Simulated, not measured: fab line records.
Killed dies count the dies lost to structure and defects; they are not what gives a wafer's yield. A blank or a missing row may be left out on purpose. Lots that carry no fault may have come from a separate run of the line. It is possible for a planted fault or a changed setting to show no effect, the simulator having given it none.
Chamber matching || flow n5 finfet || N5_BEOL_M8_DESCUM_33 on rie diel-04: 4 sister chambers
The step chemistry O2, time 7 s. 8 wafers are shown with their chamber, then 9 later ones without.

## WAFERS PAIRED WITH THEIR CHAMBERS
{"wafer": "L075.2", "chamber": 3, "throttle valve pct (%)": 20.67, "showerhead plenum p Torr (Torr)": 2.06}
{"wafer": "L077.5", "chamber": 3, "throttle valve pct (%)": 20.68, "showerhead plenum p Torr (Torr)": 2.06}
{"wafer": "L079.3", "chamber": 0, "throttle valve pct (%)": 20.37, "showerhead plenum p Torr (Torr)": 2.15}
{"wafer": "L079.4", "chamber": 0, "throttle valve pct (%)": 20.39, "showerhead plenum p Torr (Torr)": 2.15}
{"wafer": "L082.6", "chamber": 2, "throttle valve pct (%)": 20.61, "showerhead plenum p Torr (Torr)": 2.20}
{"wafer": "L086.2", "chamber": 1, "throttle valve pct (%)": 20.26, "showerhead plenum p Torr (Torr)": 2.14}
{"wafer": "L086.5", "chamber": 1, "throttle valve pct (%)": 20.26, "showerhead plenum p Torr (Torr)": 2.14}
{"wafer": "L086.6", "chamber": 2, "throttle valve pct (%)": 20.61, "showerhead plenum p Torr (Torr)": 2.19}

## WAFERS WITH NO CHAMBER GIVEN
{"wafer": "L092.1", "throttle valve pct (%)": 20.66, "showerhead plenum p Torr (Torr)": 2.19}
{"wafer": "L092.3", "throttle valve pct (%)": 20.44, "showerhead plenum p Torr (Torr)": 2.05}
{"wafer": "L092.4", "throttle valve pct (%)": 20.29, "showerhead plenum p Torr (Torr)": 2.14}
{"wafer": "L094.2", "throttle valve pct (%)": 20.30, "showerhead plenum p Torr (Torr)": 2.13}
{"wafer": "L094.3", "throttle valve pct (%)": 20.66, "showerhead plenum p Torr (Torr)": 2.18}
{"wafer": "L094.5", "throttle valve pct (%)": 20.44, "showerhead plenum p Torr (Torr)": 2.14}
{"wafer": "L096.4", "throttle valve pct (%)": 20.45, "showerhead plenum p Torr (Torr)": 2.14}
{"wafer": "L096.5", "throttle valve pct (%)": 20.30, "showerhead plenum p Torr (Torr)": 2.13}
{"wafer": "L096.6", "throttle valve pct (%)": 20.45, "showerhead plenum p Torr (Torr)": 2.14}

## WHICH CHAMBER EACH WENT THROUGH
{"wafer": "L092.1", "from the rows above": 2, "in truth": 2}
{"wafer": "L092.3", "from the rows above": "can't be placed: 0 or 3", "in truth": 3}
{"wafer": "L092.4", "from the rows above": 1, "in truth": 1}
{"wafer": "L094.2", "from the rows above": 1, "in truth": 1}
{"wafer": "L094.3", "from the rows above": 2, "in truth": 2}
{"wafer": "L094.5", "from the rows above": 0, "in truth": 0}
{"wafer": "L096.4", "from the rows above": 0, "in truth": 0}
{"wafer": "L096.5", "from the rows above": 1, "in truth": 1}
{"wafer": "L096.6", "from the rows above": 0, "in truth": 0}
Placed correctly: 8 of 9. Unplaceable from these rows: 1, with the true chamber sitting among the candidates in 1. Number placed wrongly: 0.
How it was worked out, from the rows above alone: a wafer's distance from a chamber is the root of the sum, over the readings, of the square of ((its reading less the chamber's mean) divided by the reading's scatter). If the next closest chamber is less than 2 further off than the closest, the wafer can't be placed; otherwise it belongs to the closest. Each chamber's mean is taken over the wafers shown for it. The scatter is the square root of a quotient: the sum, over the shown wafers, of each reading's squared deviation from its chamber's mean, divided by wafers minus chambers.
